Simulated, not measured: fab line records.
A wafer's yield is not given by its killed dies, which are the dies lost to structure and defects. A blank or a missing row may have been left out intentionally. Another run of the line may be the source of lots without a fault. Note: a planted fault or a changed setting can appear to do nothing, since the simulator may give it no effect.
Chamber matching / flow n5Finfet / N5_BEOL_M0_SAQP_MANDREL_ETCH_20 on rieSi-02: 4 sister chambers
The step etches a-Si in HBr/Cl2, stops on SiNx, target depth 60 nm, bt time 10 s, time 30 s. 4 wafers are shown with their chamber, then 8 later ones without.

== WAFERS PAIRED WITH THEIR CHAMBERS ==
wafer=L084.6; chamber=0; throttleValvePct (%)=35.58
wafer=L085.6; chamber=3; throttleValvePct (%)=35.48
wafer=L089.6; chamber=2; throttleValvePct (%)=35.50
wafer=L091.1; chamber=1; throttleValvePct (%)=35.88

== WAFERS WITH NO CHAMBER GIVEN ==
wafer=L091.2; throttleValvePct (%)=35.46
wafer=L091.4; throttleValvePct (%)=35.57
wafer=L093.1; throttleValvePct (%)=35.85
wafer=L093.5; throttleValvePct (%)=35.85
wafer=L093.6; throttleValvePct (%)=35.52
wafer=L097.2; throttleValvePct (%)=35.47
wafer=L097.4; throttleValvePct (%)=35.59
wafer=L097.5; throttleValvePct (%)=35.45

== THE CHAMBER EACH PASSED THROUGH ==
wafer=L091.2; from the rows above=can't be placed: 3 or 2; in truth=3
wafer=L091.4; from the rows above=0; in truth=0
wafer=L093.1; from the rows above=1; in truth=1
wafer=L093.5; from the rows above=1; in truth=1
wafer=L093.6; from the rows above=can't be placed: 2 or 3 or 0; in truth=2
wafer=L097.2; from the rows above=can't be placed: 3 or 2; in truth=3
wafer=L097.4; from the rows above=0; in truth=0
wafer=L097.5; from the rows above=can't be placed: 3 or 2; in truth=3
Placed correctly: 4 of 8. Can't be placed from these rows: 4 (the true chamber is among the candidates in 4). Wrongly placed: 0.
How it was worked out, from the rows above alone: a wafer's distance from a chamber is the root of the sum, over the readings, of the square of ((its reading less the chamber's mean) divided by the reading's scatter). The wafer belongs to the nearest chamber; if the next one is less than 2 further off, it can't be placed. A chamber's mean is the mean of its shown wafers. The scatter (one wafer shown for each chamber): square how far every hidden wafer sits from the nearest shown wafer, average those squares and take the square root.
